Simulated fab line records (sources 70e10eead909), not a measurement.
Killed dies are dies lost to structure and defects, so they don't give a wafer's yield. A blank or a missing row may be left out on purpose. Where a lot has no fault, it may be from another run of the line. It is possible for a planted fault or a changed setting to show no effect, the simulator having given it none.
Which tool did it? / flow nand harc / Sampling: 10 lots, 30 wafers, 4 of 1159 route steps

WHAT EACH GAUGE READ, for each wafer
NHARC_A_CONTACT_INSPECT_10.
lot=L290; measured=day 17 05:30; on=defect inspect-01; raw defect count=36 20 35
lot=L289; measured=day 17 06:53; on=defect inspect-01; raw defect count=20 22 20
lot=L292; measured=day 17 11:05; on=defect inspect-02; raw defect count=19 19 23
lot=L288; measured=day 17 12:15; on=defect inspect-01; raw defect count=31 22 29
lot=L293; measured=day 18 20:28; on=defect inspect-01; raw defect count=45 38 36
lot=L302; measured=day 21 04:43; on=defect inspect-02; raw defect count=41 799 35
lot=L307; measured=day 22 01:46; on=defect inspect-02; raw defect count=46 68 75
lot=L308; measured=day 22 04:07; on=defect inspect-01; raw defect count=35 47 35
lot=L309; measured=day 22 18:16; on=defect inspect-02; raw defect count=65 67 69
lot=L310; measured=day 22 23:32; on=defect inspect-02; raw defect count=21 20 20

WHAT TOOL EACH LOT RAN ON (gives the tool, then ch and the chambers of the sampled wafers, and finally the start)
lot=L290; NHARC_A_CONTACT_ETCH_91=rie diel-04 ch 0,2,3, day 17 01:17; NHARC_A_CONTACT_ETCH_106=rie diel-04 ch 0,2,3, day 17 01:59; NHARC_A_CONTACT_DEP_85=pecvd-03 ch 0,1,2, day 17 04:40
lot=L289; NHARC_A_CONTACT_ETCH_91=rie diel-01 ch 2,3, day 17 01:59; NHARC_A_CONTACT_ETCH_106=rie diel-01 ch 0,2,3, day 17 02:37; NHARC_A_CONTACT_DEP_85=pecvd-03 ch 0,1, day 17 06:02
lot=L292; NHARC_A_CONTACT_ETCH_91=rie diel-01 ch 2,3, day 17 07:48; NHARC_A_CONTACT_ETCH_106=rie diel-01 ch 0,1,2, day 17 08:20; NHARC_A_CONTACT_DEP_85=pecvd-03 ch 0,1,2, day 17 10:14
lot=L288; NHARC_A_CONTACT_ETCH_91=rie diel-01 ch 0,1, day 17 08:47; NHARC_A_CONTACT_ETCH_106=rie diel-01 ch 1,2, day 17 09:26; NHARC_A_CONTACT_DEP_85=pecvd-03 ch 0,1,2, day 17 11:37
lot=L293; NHARC_A_CONTACT_ETCH_91=rie diel-03 ch 0,1,2, day 18 17:14; NHARC_A_CONTACT_ETCH_106=rie diel-04 ch 0,3, day 18 17:42; NHARC_A_CONTACT_DEP_85=pecvd-02 ch 1,2, day 18 19:37
lot=L302; NHARC_A_CONTACT_ETCH_91=rie diel-04 ch 0,1,2, day 20 23:40; NHARC_A_CONTACT_ETCH_106=rie diel-01 ch 0,1,2, day 21 00:10; NHARC_A_CONTACT_DEP_85=pecvd-02 ch 0,1,2, day 21 03:59
lot=L307; NHARC_A_CONTACT_ETCH_91=rie diel-01 ch 0,1,3, day 21 22:14; NHARC_A_CONTACT_ETCH_106=rie diel-01 ch 0,2,3, day 21 23:01; NHARC_A_CONTACT_DEP_85=pecvd-03 ch 1,2, day 22 01:02
lot=L308; NHARC_A_CONTACT_ETCH_91=rie diel-04 ch 0,1,3, day 22 00:52; NHARC_A_CONTACT_ETCH_106=rie diel-01 ch 0,1,3, day 22 01:23; NHARC_A_CONTACT_DEP_85=pecvd-03 ch 0,1,2, day 22 03:24
lot=L309; NHARC_A_CONTACT_ETCH_91=rie diel-04 ch 0,1,3, day 22 10:49; NHARC_A_CONTACT_ETCH_106=rie diel-04 ch 1,2, day 22 11:20; NHARC_A_CONTACT_DEP_85=pecvd-03 ch 0,1,2, day 22 17:26
lot=L310; NHARC_A_CONTACT_ETCH_91=rie diel-03 ch 2,3, day 22 17:58; NHARC_A_CONTACT_ETCH_106=rie diel-03 ch 1,3, day 22 18:34; NHARC_A_CONTACT_DEP_85=pecvd-04 ch 1,2, day 22 22:41
- NHARC_A_CONTACT_ETCH_91: etches the open film in CH3F/O2, target depth 40 nm, time 85.7 s.
- NHARC_A_CONTACT_ETCH_106: etches the open film in CF4/O2, target depth 60 nm, overetch 6 nm, time 33 s.
- NHARC_A_CONTACT_DEP_85: deposits SiON, target thk 50 nm.

THE ANSWER, worked out from the rows above alone
Rule: usual is defined by the lots themselves. The widest of any qualifying gaps counts: lots, ordered by their means at a reading, are off when they make up no more than a third of the lots, leave a main group of 4 or more, and stand apart from it by 3 or more times the standard deviation of that group's means. The tables above print the reading to a certain number of digits; a main group whose means all agree to those digits is not used. Also off: a lot with no number at a reading for which 4 or more lots have one. The other lots that the step has rows for count as sound.
Off, at NHARC_A_CONTACT_INSPECT_10 on raw defect count: L302. Mean 36 and standard deviation 17 in the main group.
If a tool, at a process step before that reading, ran all the lots that are off and no sound lot after the first of them, it fits. The gauges at NHARC_A_CONTACT_INSPECT_10 are tried like those tools. One fits: NHARC_A_CONTACT_DEP_85 on pecvd-02. Its last sound lot is L293 (day 18 19:37), its first lot that is off L302 (day 21 03:59): a fault that began between those two fits.

WHAT HAD BEEN PUT IN BY THE SIMULATOR
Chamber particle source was pecvd-02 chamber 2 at NHARC_A_CONTACT_DEP_85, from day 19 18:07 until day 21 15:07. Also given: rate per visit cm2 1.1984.
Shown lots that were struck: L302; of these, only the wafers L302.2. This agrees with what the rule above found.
